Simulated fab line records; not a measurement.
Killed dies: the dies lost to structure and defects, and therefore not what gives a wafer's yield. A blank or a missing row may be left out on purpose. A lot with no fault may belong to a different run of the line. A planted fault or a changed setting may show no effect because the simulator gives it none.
Chamber matching | flow n5_finfet | N5_MOL_CONTACT_COAG_ALD_27 on ald_sin-02 has 4 sister chambers
The step deposits SiOC, target thk 17 nm, pulse time 1.5 s, time 2720 s. 14 wafers are shown with their chamber, then 7 later ones without.

## WAFERS PAIRED WITH THEIR CHAMBERS
wafer  | chamber | heater_power_w (W) | susceptor_temp_C (C) | precursor_pulse_height_rel
L078.1 | 1       | 919                | 400.61               | 0.987
L078.3 | 3       | 660                | 400.14               | 0.994
L078.4 | 0       | 879                | 400.28               | 0.980
L081.3 | 2       | 872                | 399.93               | 1.027
L081.5 | 1       | 902                | 400.15               | 0.976
L081.6 | 2       | 884                | 399.98               | 0.994
L087.2 | 2       | 867                | 399.95               | 0.969
L087.4 | 0       | 866                | 399.83               | 0.987
L087.5 | 3       | 654                | 399.95               | 1.010
L091.1 | 2       | 866                | 400.09               | 1.002
L091.3 | 0       | 881                | 399.59               | 0.987
L091.6 | 3       | 666                | 399.83               | 1.004
L095.2 | 0       | 877                | 399.77               | 0.996
L095.3 | 3       | 660                | 399.57               | 1.009

SIGNATURES (averages over the wafers above)
reading                    | chamber 0 | chamber 1 | chamber 2 | chamber 3 | scatter within a chamber
heater_power_w             | 875.75    | 910.50    | 872.25    | 660.00    | 7.46
susceptor_temp_C           | 399.8675  | 400.3800  | 399.9875  | 399.8725  | 0.235
precursor_pulse_height_rel | 0.98750   | 0.98150   | 0.99800   | 1.00425   | 0.0144
Rule: a wafer lies at a distance from a chamber equal to the root of the sum of squares, over the readings, of (its reading less the chamber's mean, divided by the reading's scatter). The wafer belongs to the nearest chamber; if the next one is less than 2 further off, it can't be placed. How the scatter is found: for the shown wafers, subtract from each reading the mean of its chamber, square and add these, divide the total by (wafers less chambers), then take the root.

## WAFERS WITHOUT THEIR CHAMBER
wafer  | heater_power_w (W) | susceptor_temp_C (C) | precursor_pulse_height_rel
L095.6 | 884                | 399.55               | 1.028
L096.4 | 670                | 400.03               | 1.051
L096.5 | 905                | 400.36               | 1.034
L096.6 | 891                | 400.09               | 1.045
L097.1 | 867                | 399.89               | 1.035
L097.3 | 894                | 400.53               | 0.983
L097.6 | 899                | 399.92               | 0.982

## CHAMBER TAKEN BY EACH
wafer  | from the rows above          | in truth
L095.6 | can't be placed: 2 or 0      | 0
L096.4 | 3                            | 3
L096.5 | can't be placed: 1 or 2 or 0 | 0
L096.6 | can't be placed: 2 or 0 or 1 | 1
L097.1 | can't be placed: 2 or 0      | 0
L097.3 | can't be placed: 1 or 0 or 2 | 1
L097.6 | can't be placed: 1 or 0 or 2 | 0
Placed correctly: 1 of 7. Cannot be placed on the basis of these rows: 6; the candidates contain the true chamber in 6. Wrongly placed: 0.
